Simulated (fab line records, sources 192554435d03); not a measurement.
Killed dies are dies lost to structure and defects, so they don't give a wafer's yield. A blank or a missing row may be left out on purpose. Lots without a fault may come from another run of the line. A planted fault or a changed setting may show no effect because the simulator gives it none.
Which tool did it? | flow n5_finfet | 10 lots, 30 wafers sampled, at 6 steps of a route of 1938

WHAT THE GAUGES READ, wafer by wafer
N5_BEOL_M4_THK_MEAS_01.
lot  | measured     | on            | M4_ILD_THK (nm)
L322 | day 8 15:49  | film_metro-01 | 78.8 80.6 80.2
L323 | day 8 18:50  | film_metro-01 | 80.7 78.7 80.8
L325 | day 9 21:17  | film_metro-01 | 78.3 80.3 78.5
L328 | day 10 14:07 | film_metro-02 | 86.1 79.6 87.0
L331 | day 11 07:14 | film_metro-02 | 86.0 79.1 81.9
L336 | day 14 08:56 | film_metro-01 | 78.1 78.8 81.5
L339 | day 14 09:17 | film_metro-01 | 78.7 79.8 79.5
L341 | day 14 18:24 | film_metro-01 | 77.3 78.2 78.1
L344 | day 14 21:51 | film_metro-01 | 78.8 80.2 79.9
L345 | day 15 02:26 | film_metro-02 | 79.0 79.6 80.3

N5_BEOL_M4_RC_MEAS_101.
lot  | measured     | on        | DIBL_N (mV/V)  | DIBL_P (mV/V)  | IOFF_N (nA/um)    | IOFF_P (nA/um) | ION_N (uA/um) | ION_P (uA/um) | SS_N (mV/dec)  | SS_P (mV/dec)  | VT_N (mV)         | VT_P (mV)
L322 | day 9 00:48  | prober-02 | 37.5 34.2 36.4 | 37.4 33.4 35.8 | 0.178 0.133 0.157 | 0.29 0.23 0.26 | 673 672 666   | 469 475 468   | 71.7 70.0 71.2 | 73.6 73.3 73.5 | 248.0 251.1 253.0 | -242 -245 -243
L323 | day 9 05:26  | prober-01 | 35.0 38.3 39.0 | 33.2 38.5 38.7 | 0.116 0.186 0.196 | 0.17 0.26 0.26 | 670 688 700   | 455 474 477   | 71.2 72.9 72.4 | 73.0 73.9 73.9 | 252.2 245.6 245.2 | -252 -247 -246
L325 | day 11 04:26 | prober-02 | 32.7 35.9 36.7 | 32.2 34.8 36.0 | 0.103 0.140 0.152 | 0.16 0.19 0.20 | 668 672 678   | 463 457 458   | 70.7 70.7 70.6 | 72.2 73.0 73.6 | 255.7 251.5 250.0 | -256 -255 -251
L328 | day 12 00:50 | prober-02 | 34.7 35.7 35.7 | 35.6 36.4 36.5 | 0.134 0.155 0.146 | 0.18 0.20 0.19 | 666 679 674   | 460 461 465   | 71.4 71.4 71.2 | 72.7 72.8 72.5 | 252.2 248.9 249.6 | -252 -251 -251
L331 | day 12 18:04 | prober-02 | 35.3 37.6 35.9 | 34.8 36.5 35.5 | 0.139 0.168 0.142 | 0.19 0.21 0.19 | 680 674 670   | 463 459 453   | 71.2 72.3 71.2 | 73.5 73.3 73.5 | 248.6 250.2 251.0 | -253 -250 -254
L336 | day 14 22:04 | prober-01 | 34.4 36.4 36.0 | 35.3 36.9 36.5 | 0.136 0.170 0.150 | 0.18 0.21 0.20 | 673 685 678   | 459 470 466   | 71.2 71.1 71.1 | 72.1 73.6 72.4 | 250.9 245.4 247.7 | -252 -248 -248
L339 | day 14 18:20 | prober-01 | 34.8 32.6 35.5 | 35.1 32.5 35.8 | 0.140 0.105 0.151 | 0.18 0.15 0.20 | 665 658 662   | 452 454 457   | 71.5 70.6 70.9 | 73.5 73.3 73.1 | 250.6 256.1 249.8 | -255 -255 -253
L341 | day 15 04:00 | prober-01 | 35.2 33.8 36.6 | 32.4 32.5 35.7 | 0.128 0.107 0.150 | 0.17 0.17 0.22 | 662 669 673   | 459 462 466   | 70.8 70.2 71.1 | 72.1 72.8 72.9 | 256.1 258.0 251.3 | -253 -255 -248
L344 | day 15 08:19 | prober-01 | 36.7 37.2 36.0 | 35.6 37.2 34.8 | 0.158 0.174 0.164 | 0.24 0.26 0.23 | 666 677 686   | 465 471 477   | 71.5 71.2 71.5 | 73.4 73.7 73.0 | 252.7 247.7 248.4 | -247 -243 -247
L345 | day 15 11:02 | prober-02 | 36.1 35.9 37.9 | 36.9 34.8 39.6 | 0.145 0.148 0.192 | 0.21 0.19 0.25 | 660 662 697   | 455 456 471   | 71.4 71.4 72.3 | 73.0 72.7 73.9 | 253.2 252.0 247.7 | -253 -252 -249

WHICH TOOL RAN EACH LOT (tool, then ch and the chambers of the sampled wafers, then the start)
lot  | N5_BEOL_M3_ANNEAL_91         | N5_BEOL_M3_SPUTTER_96        | N5_BEOL_M3_DEP_57               | N5_BEOL_M4_ILD_DEP_00
L322 | pvd_sputter-03, day 8 14:03  | pvd_sputter-03, day 8 14:38  | pecvd-02 ch 0,1, day 8 15:37    | pecvd-01 ch 0,1,2, day 8 15:44
L323 | pvd_sputter-02, day 8 17:04  | pvd_sputter-02, day 8 17:39  | pecvd-02 ch 0,1, day 8 18:38    | pecvd-01 ch 0,1, day 8 18:46
L325 | pvd_sputter-02, day 9 19:30  | pvd_sputter-02, day 9 20:05  | pecvd-01 ch 0,1,2, day 9 21:05  | pecvd-03 ch 0,1, day 9 21:13
L328 | pvd_sputter-03, day 10 12:22 | pvd_sputter-03, day 10 12:56 | pecvd-04 ch 0,1, day 10 13:55   | pecvd-01 ch 0,1, day 10 14:03
L331 | pvd_sputter-02, day 11 05:28 | pvd_sputter-02, day 11 06:02 | pecvd-04 ch 0,1, day 11 07:02   | pecvd-01 ch 0,1,2, day 11 07:10
L336 | pvd_sputter-03, day 14 06:11 | pvd_sputter-03, day 14 06:46 | pecvd-02 ch 1,2, day 14 08:44   | pecvd-01 ch 0,1,2, day 14 08:52
L339 | pvd_sputter-01, day 14 07:24 | pvd_sputter-01, day 14 07:59 | pecvd-04 ch 0,1,2, day 14 09:05 | pecvd-01 ch 0,1, day 14 09:13
L341 | pvd_sputter-03, day 14 16:38 | pvd_sputter-03, day 14 17:13 | pecvd-04 ch 1,2, day 14 18:12   | pecvd-01 ch 1,2, day 14 18:20
L344 | pvd_sputter-01, day 14 20:02 | pvd_sputter-01, day 14 20:37 | pecvd-01 ch 1,2, day 14 21:39   | pecvd-01 ch 0,1, day 14 21:47
L345 | pvd_sputter-02, day 14 23:12 | pvd_sputter-02, day 14 23:47 | pecvd-01 ch 0,1,2, day 15 02:14 | pecvd-02 ch 0,2, day 15 02:22
- N5_BEOL_M3_ANNEAL_91: time 240 s.
- N5_BEOL_M3_SPUTTER_96: material Cu, target thk 4.5 nm, time 8.29 s.
- N5_BEOL_M3_DEP_57: deposits SiCN from 3MS/NH3, target thk 8 nm, time 14 s.
- N5_BEOL_M4_ILD_DEP_00: deposits SiOC from DEMS/O2, target thk 79 nm, time 15.3 s.

WHAT THE TOOLS THEMSELVES READ (means of the sampled wafers that have a number; where no wafer has one, the mark that the record gives instead)
N5_BEOL_M3_ANNEAL_91.
lot  | tool           | heater_power_w (W)
L322 | pvd_sputter-03 | 819
L323 | pvd_sputter-02 | 805
L325 | pvd_sputter-02 | 801
L328 | pvd_sputter-03 | 754
L331 | pvd_sputter-02 | 785
L336 | pvd_sputter-03 | 851
L339 | pvd_sputter-01 | 822
L341 | pvd_sputter-03 | 843
L344 | pvd_sputter-01 | 828
L345 | pvd_sputter-02 | 813

N5_BEOL_M3_SPUTTER_96.
lot  | tool           | throttle_valve_pct (%)
L322 | pvd_sputter-03 | 30.1
L323 | pvd_sputter-02 | 30.4
L325 | pvd_sputter-02 | 30.5
L328 | pvd_sputter-03 | 30.8
L331 | pvd_sputter-02 | 30.0
L336 | pvd_sputter-03 | 29.6
L339 | pvd_sputter-01 | 30.3
L341 | pvd_sputter-03 | 30.4
L344 | pvd_sputter-01 | 29.5
L345 | pvd_sputter-02 | 30.7

N5_BEOL_M3_DEP_57.
lot  | tool     | showerhead_plenum_p_Torr (Torr) | throttle_valve_pct (%)
L322 | pecvd-02 | 3.654                           | 9.3
L323 | pecvd-02 | 3.669                           | 9.5
L325 | pecvd-01 | 3.656                           | 8.6
L328 | pecvd-04 | 3.669                           | 10.0
L331 | pecvd-04 | 3.660                           | 9.4
L336 | pecvd-02 | 3.685                           | 9.4
L339 | pecvd-04 | 3.677                           | 9.4
L341 | pecvd-04 | 3.680                           | 9.5
L344 | pecvd-01 | 3.669                           | 8.5
L345 | pecvd-01 | 3.660                           | 8.7

N5_BEOL_M4_ILD_DEP_00.
lot  | tool     | heater_power_w (W) | showerhead_plenum_p_Torr (Torr) | throttle_valve_pct (%)
L322 | pecvd-01 | 509                | 5.688                           | 11.4
L323 | pecvd-01 | 509                | 5.691                           | 11.3
L325 | pecvd-03 | 498                | 5.690                           | 11.8
L328 | pecvd-01 | 488                | 5.688                           | 11.4
L331 | pecvd-01 | 462                | 5.692                           | 11.2
L336 | pecvd-01 | 510                | 5.686                           | 11.5
L339 | pecvd-01 | 506                | 5.692                           | 11.1
L341 | pecvd-01 | 476                | 5.688                           | 11.5
L344 | pecvd-01 | 520                | 5.696                           | 11.0
L345 | pecvd-02 | 477                | 5.680                           | 11.8

THE ANSWER, worked out from the rows above alone
Rule: what is usual is taken from the lots themselves. Put in order of their means at a reading, lots are off if they are a third of the lots or fewer, leave a main group of 4 or more, and stand apart from it by a gap of 3 or more times the standard deviation of the main group's means; of several such gaps the widest counts. A main group whose means are all the same, to the digits that the tables above print for the reading, isn't used. A lot without any number at a reading at which 4 lots or more have one is off too. The other lots that the step has rows for count as sound. The gauges are gone through in route order, then the tools' own readings, and for those a lot's mean is taken as printed above. The first step at which some lot is off is used, and at that step the reading that is off furthest; a lot without a number counts as furthest.
Off: L328, L331, at N5_BEOL_M4_THK_MEAS_01 (M4_ILD_THK). The main group: mean 79.4 nm, standard deviation 0.64.
A tool fits if, at a process step before that reading, it ran every lot that is off, and no sound lot after the first of them. The gauges at N5_BEOL_M4_THK_MEAS_01 are tried like those tools. None of those tried fits.

WHAT THE SIMULATOR HAD PUT IN
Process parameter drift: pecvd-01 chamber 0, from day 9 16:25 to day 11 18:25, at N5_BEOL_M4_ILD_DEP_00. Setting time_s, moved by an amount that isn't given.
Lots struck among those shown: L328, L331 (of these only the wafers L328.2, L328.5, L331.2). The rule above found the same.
